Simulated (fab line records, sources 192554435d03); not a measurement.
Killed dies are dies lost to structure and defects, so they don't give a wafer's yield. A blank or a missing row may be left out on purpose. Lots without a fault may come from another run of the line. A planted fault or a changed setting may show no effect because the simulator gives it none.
Which tool did it? | flow n5_finfet | 11 lots, 32 wafers sampled, at 5 steps of a route of 1938

WHAT THE GAUGES READ, wafer by wafer
N5_ILD0_THK_MEAS_08.
lot  | measured    | on            | thk_nm (nm)
L403 | day 3 19:52 | film_metro-01 | 139.9 139.0 139.1
L404 | day 4 00:37 | film_metro-01 | 137.1 138.4 140.7
L405 | day 4 08:01 | film_metro-02 | 138.2 137.1 138.0
L406 | day 4 13:45 | film_metro-02 | 136.7 137.6 136.6
L407 | day 4 21:29 | film_metro-01 | 139.5 137.9 138.4
L408 | day 5 06:16 | film_metro-02 | 135.9 136.9
L409 | day 5 10:28 | film_metro-02 | 138.8 137.6 138.8
L418 | day 7 12:17 | film_metro-01 | 136.9 137.3 139.0
L420 | day 7 23:27 | film_metro-02 | 138.0 138.4 138.1
L422 | day 8 17:13 | film_metro-01 | 139.4 139.7 138.4
L423 | day 8 20:05 | film_metro-01 | 139.6 136.9 137.3

N5_SDB_CD_MEAS_11: target cd 50 nm.
lot  | measured    | on        | cd_nm (nm)
L403 | day 4 00:01 | cd_sem-01 | 49.4 49.8 50.0
L404 | day 4 04:21 | cd_sem-03 | 48.5 49.0 49.2
L405 | day 4 11:45 | cd_sem-01 | 49.9 49.3 49.0
L406 | day 4 17:44 | cd_sem-02 | 50.1 51.0 49.5
L407 | day 5 01:13 | cd_sem-01 | 48.3 48.2 50.1
L408 | day 5 10:00 | cd_sem-01 | 49.0 49.5
L409 | day 5 14:07 | cd_sem-03 | 51.1 49.8 50.0
L418 | day 7 16:01 | cd_sem-01 | 49.5 49.5 50.0
L420 | day 8 03:03 | cd_sem-02 | 49.9 50.4 51.0
L422 | day 8 23:54 | cd_sem-03 | 50.7 49.8 48.8
L423 | day 8 23:56 | cd_sem-02 | 49.0 47.3 48.1

N5_BEOL_M4_RC_MEAS_101.
lot  | measured     | on        | DIBL_N (mV/V)  | DIBL_P (mV/V)  | IOFF_N (nA/um)    | IOFF_P (nA/um) | ION_N (uA/um) | ION_P (uA/um) | SS_N (mV/dec)  | SS_P (mV/dec)  | VT_N (mV)   | VT_P (mV)
L403 | day 7 22:11  | prober-01 | 35.7 38.0 37.1 | 36.5 38.4 37.1 | 0.146 0.192 0.176 | 0.19 0.21 0.20 | 670 672 682   | 454 457 455   | 72.9 73.0 72.7 | 72.9 73.7 73.0 | 251 250 251 | -253 -249 -249
L404 | day 8 10:56  | prober-02 | 37.5 38.5 35.5 | 36.4 38.3 34.8 | 0.161 0.195 0.131 | 0.23 0.27 0.20 | 675 690 665   | 467 474 465   | 71.4 72.0 71.7 | 73.3 73.9 73.3 | 249 244 251 | -247 -245 -248
L405 | day 8 10:41  | prober-01 | 34.4 37.0 36.8 | 31.2 34.5 34.3 | 0.096 0.137 0.137 | 0.13 0.18 0.18 | 655 672 669   | 449 458 458   | 70.5 71.1 71.2 | 72.3 73.2 73.1 | 261 253 251 | -260 -254 -255
L406 | day 9 07:46  | prober-01 | 33.9 34.9 34.1 | 34.8 35.9 35.4 | 0.122 0.143 0.125 | 0.16 0.17 0.16 | 670 674 665   | 457 452 459   | 70.9 70.7 71.5 | 72.9 73.0 72.6 | 250 251 251 | -254 -252 -256
L407 | day 9 10:22  | prober-02 | 36.1 36.7 36.1 | 34.1 34.2 35.3 | 0.143 0.153 0.155 | 0.20 0.20 0.22 | 678 659 664   | 465 449 461   | 71.3 71.6 70.4 | 73.3 73.1 73.9 | 251 249 248 | -249 -247 -247
L408 | day 10 03:01 | prober-02 | 36.8 37.5      | 38.6 38.5      | 0.155 0.170       | 0.19 0.20      | 678 676       | 459 463       | 71.0 70.9      | 73.4 73.9      | 252 251     | -252 -254
L409 | day 9 17:10  | prober-02 | 37.0 37.5 35.0 | 36.6 37.7 33.7 | 0.143 0.146 0.112 | 0.19 0.19 0.14 | 670 665 661   | 459 453 450   | 71.6 71.9 71.4 | 73.8 74.1 72.9 | 252 254 256 | -255 -255 -259
L418 | day 11 23:43 | prober-01 | 37.7 36.0 36.5 | 38.6 35.8 38.0 | 0.218 0.172 0.196 | 0.29 0.23 0.28 | 700 676 706   | 484 465 489   | 72.0 71.6 72.4 | 74.3 72.8 73.7 | 244 245 245 | -243 -248 -243
L420 | day 12 07:54 | prober-02 | 35.5 34.3 34.1 | 37.1 37.2 36.0 | 0.182 0.175 0.154 | 0.24 0.24 0.21 | 682 694 675   | 460 471 460   | 71.9 71.1 71.2 | 73.3 72.5 72.7 | 247 245 250 | -247 -250 -248
L422 | day 13 01:29 | prober-01 | 34.0 33.5 34.8 | 34.4 34.2 36.0 | 0.141 0.127 0.159 | 0.21 0.20 0.24 | 664 648 689   | 463 457 473   | 72.0 70.8 71.4 | 73.1 72.4 73.4 | 252 253 249 | -247 -247 -246
L423 | day 13 12:31 | prober-02 | 33.7 33.9 34.5 | 34.6 34.2 34.7 | 0.135 0.133 0.145 | 0.20 0.19 0.20 | 662 664 653   | 465 455 455   | 71.3 71.8 71.4 | 72.6 73.0 73.2 | 251 253 254 | -249 -251 -252

WHICH TOOL RAN EACH LOT (tool, then ch and the chambers of the sampled wafers, then the start)
lot  | N5_HKMG_FIN_COAT_43              | N5_HKMG_FIN_CVD_62
L403 | litho_track-04 ch 0, day 4 05:49 | thermal_cvd_si-02 ch 0,1,2, day 4 07:59
L404 | litho_track-02 ch 0, day 4 09:39 | thermal_cvd_si-01 ch 0,1,2, day 4 11:42
L405 | litho_track-02 ch 0, day 4 16:58 | thermal_cvd_si-02 ch 0,2, day 4 19:09
L406 | litho_track-02 ch 0, day 4 22:55 | thermal_cvd_si-01 ch 0,1,2, day 5 00:58
L407 | litho_track-03 ch 0, day 5 06:56 | thermal_cvd_si-02 ch 0,1,2, day 5 09:27
L408 | litho_track-02 ch 0, day 5 16:10 | thermal_cvd_si-01 ch 0,1, day 5 18:24
L409 | litho_track-02 ch 0, day 5 19:46 | thermal_cvd_si-02 ch 0,1, day 5 22:13
L418 | litho_track-03 ch 0, day 7 21:07 | thermal_cvd_si-01 ch 0,1,2, day 7 23:19
L420 | litho_track-04 ch 0, day 8 08:28 | thermal_cvd_si-01 ch 0,1,2, day 8 10:42
L422 | litho_track-04 ch 0, day 9 05:49 | thermal_cvd_si-01 ch 0,1, day 9 08:13
L423 | litho_track-03 ch 0, day 9 05:59 | thermal_cvd_si-02 ch 0,1, day 9 08:37
- N5_HKMG_FIN_COAT_43: resist thk 90 nm.
- N5_HKMG_FIN_CVD_62: deposits a-Si from Si2H6, target thk 3 nm, time 20.8 s.

WHAT THE TOOLS THEMSELVES READ (means of the sampled wafers that have a number; where no wafer has one, the mark that the record gives instead)
N5_HKMG_FIN_COAT_43.
lot  | tool           | spin_speed_rpm (rpm)
L403 | litho_track-04 | 1499.7
L404 | litho_track-02 | 1501.0
L405 | litho_track-02 | 1500.5
L406 | litho_track-02 | 1499.4
L407 | litho_track-03 | 1499.1
L408 | litho_track-02 | 1500.2
L409 | litho_track-02 | 1500.3
L418 | litho_track-03 | 1500.1
L420 | litho_track-04 | 1581.7
L422 | litho_track-04 | 1581.9
L423 | litho_track-03 | 1499.8

N5_HKMG_FIN_CVD_62.
lot  | tool              | heater_power_w (W)
L403 | thermal_cvd_si-02 | 1324
L404 | thermal_cvd_si-01 | 1559
L405 | thermal_cvd_si-02 | 1328
L406 | thermal_cvd_si-01 | 1553
L407 | thermal_cvd_si-02 | 1313
L408 | thermal_cvd_si-01 | 1534
L409 | thermal_cvd_si-02 | 1306
L418 | thermal_cvd_si-01 | 1537
L420 | thermal_cvd_si-01 | 1556
L422 | thermal_cvd_si-01 | 1630
L423 | thermal_cvd_si-02 | 1306

THE ANSWER, worked out from the rows above alone
Rule: what is usual is taken from the lots themselves. Put in order of their means at a reading, lots are off if they are a third of the lots or fewer, leave a main group of 4 or more, and stand apart from it by a gap of 3 or more times the standard deviation of the main group's means; of several such gaps the widest counts. A main group whose means are all the same, to the digits that the tables above print for the reading, isn't used. A lot without any number at a reading at which 4 lots or more have one is off too. The other lots that the step has rows for count as sound. The gauges are gone through in route order, then the tools' own readings, and for those a lot's mean is taken as printed above. The first step at which some lot is off is used, and at that step the reading that is off furthest; a lot without a number counts as furthest.
Off: L420, L422, at N5_HKMG_FIN_COAT_43 (spin_speed_rpm). The main group: mean 1500.0 rpm, standard deviation 0.55.
A tool fits if, at that step or a process step before it, it ran every lot that is off, and no sound lot after the first of them. One fits: litho_track-04 at N5_HKMG_FIN_COAT_43. Its last sound lot is L403 (day 4 05:49), its first lot that is off L420 (day 8 08:28): a fault that began between those two fits.
The tool's own readings at N5_HKMG_FIN_COAT_43 bear it out: on the lots that are off they differ by more than 5 times the standard deviation of the sound lots' means. spin_speed_rpm reads 1581.8 rpm there against 1500.0 rpm on the sound lots.

WHAT THE SIMULATOR HAD PUT IN
Process parameter drift: litho_track-04, from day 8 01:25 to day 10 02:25, at N5_HKMG_FIN_COAT_43. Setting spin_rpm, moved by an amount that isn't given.
Lots struck among those shown: L420, L422. The rule above found the same.
